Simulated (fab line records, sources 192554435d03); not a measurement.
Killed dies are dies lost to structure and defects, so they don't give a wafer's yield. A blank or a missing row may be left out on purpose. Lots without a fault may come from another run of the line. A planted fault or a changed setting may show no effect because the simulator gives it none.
A struck lot beside a sound one | flow n5_finfet | 16 steps out of a route of 1938
Sound: wafers L255.2, L255.3, L255.4. Struck: wafers L247.2, L247.4, L247.6. The cause comes at the end.
At each step with rows: each side's tool, then ch and its chambers, then its first start. Under that, the readings that differ: sound wafers | struck wafers | difference of the means | sigmas: that difference in standard deviations of wafers without a fault.
alike: readings whose means differ by less than 2 such deviations, and words and numbers that are the same on both sides. not compared: withheld readings, readings that some wafer has no value for, bounds like >300 that may hide the same value, and numbers for which the record gives no deviation and whose values overlap.
The two part at a step that has a row with sigmas, a row that says differs or no value, or rows on one side only. Numbers that don't overlap but have no deviation are shown without sigmas and don't part them. A reading that every wafer of one side lacks parts them only if that side has two wafers or more.

first, 1 step without rows for these wafers: N5_FIN_SAQP_DEVELOP_15 (develop time 30 s).
N5_FIN_SAQP_CD_MEAS_16: target cd 35.6 nm.
  sound on cd_sem-01 ch 0, day 6 15:50; struck on cd_sem-02 ch 0, day 4 16:33
  alike: cd_nm
N5_FIN_SAQP_OVL_MEAS_17:
  sound on overlay-02 ch 0, day 6 15:53; struck on overlay-02 ch 0, day 4 16:35
  alike: FIN_CORE_OVL
N5_FIN_SAQP_INSPECT_18: inspects for defects (brightfield).
  sound on defect_inspect-02, day 6 15:55; struck on defect_inspect-01, day 4 16:37
  alike: raw_defect_count
N5_FIN_SAQP_DESCUM_21: chemistry O2, time 7.9 s.
  sound on rie_diel-04 ch 0,1,3, day 6 15:56; struck on rie_diel-03 ch 0,1,2, day 4 16:38
  alike: chamber_pressure_mTorr, drypump_motor_current_A, oes_product_au, rf_vpp_V, showerhead_plenum_p_Torr, throttle_valve_pct
  not compared: rf_hours_counter_h
N5_FIN_SAQP_ETCH_51: etches SiARC in CF4, target depth 45.5 nm, time 75.8 s.
  sound on rie_diel-04 ch 0,1,3, day 6 15:58; struck on rie_diel-03 ch 0,1,2, day 4 16:41
  alike: chamber_pressure_mTorr, drypump_motor_current_A, etch_rf_on_time_s, oes_product_au, rf_vpp_V, showerhead_plenum_p_Torr, throttle_valve_pct
  not compared: rf_hours_counter_h
N5_FIN_SAQP_ETCH_52: etches SOC in N2/H2, target depth 100 nm, overetch 20 nm, time 150 s.
  sound on rie_diel-04 ch 0,1,3, day 6 16:02; struck on rie_diel-03 ch 0,1,2, day 4 16:44
  alike: chamber_pressure_mTorr, drypump_motor_current_A, h2_flow_sccm, oes_product_au, rf_vpp_V, showerhead_plenum_p_Torr, throttle_valve_pct
  not compared: rf_hours_counter_h
then, 1 step without rows for these wafers: N5_FIN_SAQP_STRIP_53 (strips in N2/H2).
N5_FIN_SAQP_HM_OPEN_73: chemistry CHF3/O2, target SiO2, stops on a-Si, target depth 12 nm, time 16.8 s.
  sound on rie_diel-04 ch 0,1,3, day 6 16:08; struck on rie_diel-03 ch 0,1,2, day 4 16:50
  alike: chamber_pressure_mTorr, drypump_motor_current_A, oes_ar_750_au, oes_product_au, rf_vpp_V, showerhead_plenum_p_Torr, throttle_valve_pct
  not compared: rf_hours_counter_h
then, 1 step without rows for these wafers: N5_FIN_SAQP_STRIP_74 (strips in CHF3/O2).
N5_FIN_SAQP_MANDREL_ETCH_22: etches a-Si in HBr/Cl2, stops on SiNx, target depth 60 nm, bt time 10 s, time 30 s.
  sound on rie_si-02 ch 0,1,2, day 6 16:13; struck on rie_si-05 ch 0,1,2, day 4 16:56
  alike: HBr_flow_sccm, chamber_pressure_mTorr, drypump_motor_current_A, oes_product_au, throttle_valve_pct
  not compared: rf_hours_counter_h
then, 1 step without rows for these wafers: N5_FIN_SAQP_STRIP_55 (strips in N2/H2).
N5_FIN_SAQP_STRIP_23: strips in SPM, time 750 s.
  sound on wet_bench-04 ch 1,3,7, day 6 16:23; struck on wet_bench-02 ch 1,2,3, day 4 17:08
  no value came back on the struck wafers for bath_guard_temp_C (C), bath_heat_duty_pct (%); on the sound wafers bath_guard_temp_C (C) reads 130.1 131.2 130.3
then, 1 step without rows for these wafers: N5_FIN_SAQP_SRD_66 (time 30 s).
-- the record jumps here: 6 days lie between the struck wafers' starts before and after (it left off in module FIN_SAQP and takes up again in module BEOL_M4, whose first step shown is number 1111 of the route) --
N5_BEOL_M4_RC_MEAS_101:
  sound on prober-01 ch 0, day 12 14:18; struck on prober-01 ch 0, day 10 11:53
  alike: DIBL_N, DIBL_P, IOFF_N, IOFF_P, ION_N, ION_P, SS_N, SS_P, VT_N, VT_P
then, 1 step without rows for these wafers: N5_PASSIVATION_PROBE_49.

WHERE THEY PART
Only at N5_FIN_SAQP_STRIP_23, within this record. Later steps at which nothing parts them and some readings are alike: N5_BEOL_M4_RC_MEAS_101.

WHY: what the simulator had put in
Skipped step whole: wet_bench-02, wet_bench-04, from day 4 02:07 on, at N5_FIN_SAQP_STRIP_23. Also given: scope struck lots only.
